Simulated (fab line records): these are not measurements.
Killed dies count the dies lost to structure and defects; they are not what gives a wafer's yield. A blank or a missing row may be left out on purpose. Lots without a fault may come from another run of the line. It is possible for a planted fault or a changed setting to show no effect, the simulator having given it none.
Matching of chambers	flow n5_finfet	N5_BEOL_M12_ETCH_59 on rie_diel-03: 4 sister chambers
The step etches BARC in N2/H2, target depth 89 nm, overetch 26.7 nm, time 67.9 s. 14 wafers are shown with their chamber, then 7 later ones without.

## EACH WAFER AND ITS CHAMBER
wafer	chamber	showerhead_plenum_p_Torr (Torr)	drypump_motor_current_A (A)	oes_product_au (a.u.)
L078.4	2	2.69	5.68	0.72
L078.5	1	2.49	5.57	0.78
L078.6	2	2.69	5.66	0.72
L080.1	1	2.49	5.57	0.77
L080.3	3	2.60	5.68	0.77
L080.4	2	2.69	5.64	0.72
L082.2	3	2.60	5.67	0.77
L082.4	0	2.47	5.08	0.70
L082.5	3	2.60	5.67	0.77
L081.1	3	2.60	5.69	0.76
L081.2	1	2.49	5.55	0.76
L081.6	0	2.47	5.07	0.70
L085.2	0	2.46	5.04	0.70
L085.4	1	2.49	5.56	0.76

SIGNATURES (means of the wafers above)
reading	chamber 0	chamber 1	chamber 2	chamber 3	scatter within a chamber
showerhead_plenum_p_Torr	2.4667	2.4900	2.6900	2.6000	0.00258
drypump_motor_current_A	5.0633	5.5625	5.6600	5.6775	0.0149
oes_product_au	0.7000	0.7675	0.7200	0.7675	0.00592
Rule: a wafer lies at a distance from a chamber equal to the root of the sum of squares, over the readings, of (its reading less the chamber's mean, divided by the reading's scatter). If the next closest chamber is less than 2 further off than the closest, the wafer can't be placed; otherwise it belongs to the closest. The scatter is the square root of a quotient: the sum, over the shown wafers, of each reading's squared deviation from its chamber's mean, divided by wafers minus chambers.

## WAFERS WHOSE CHAMBER IS MISSING
wafer	showerhead_plenum_p_Torr (Torr)	drypump_motor_current_A (A)	oes_product_au (a.u.)
L085.5	2.60	5.66	0.77
L090.2	2.59	5.67	0.75
L090.3	2.46	5.08	0.69
L090.5	2.48	5.58	0.74
L093.3	2.48	5.55	0.74
L093.5	2.48	5.56	0.73
L093.6	2.45	5.03	0.67

## EACH ONE'S CHAMBER
wafer	from the rows above	in truth
L085.5	3	3
L090.2	3	3
L090.3	0	0
L090.5	1	1
L093.3	1	1
L093.5	1	1
L093.6	0	0
Correct placement for 7 of the 7. From these rows, 0 cannot be placed. Wrongly placed: 0.
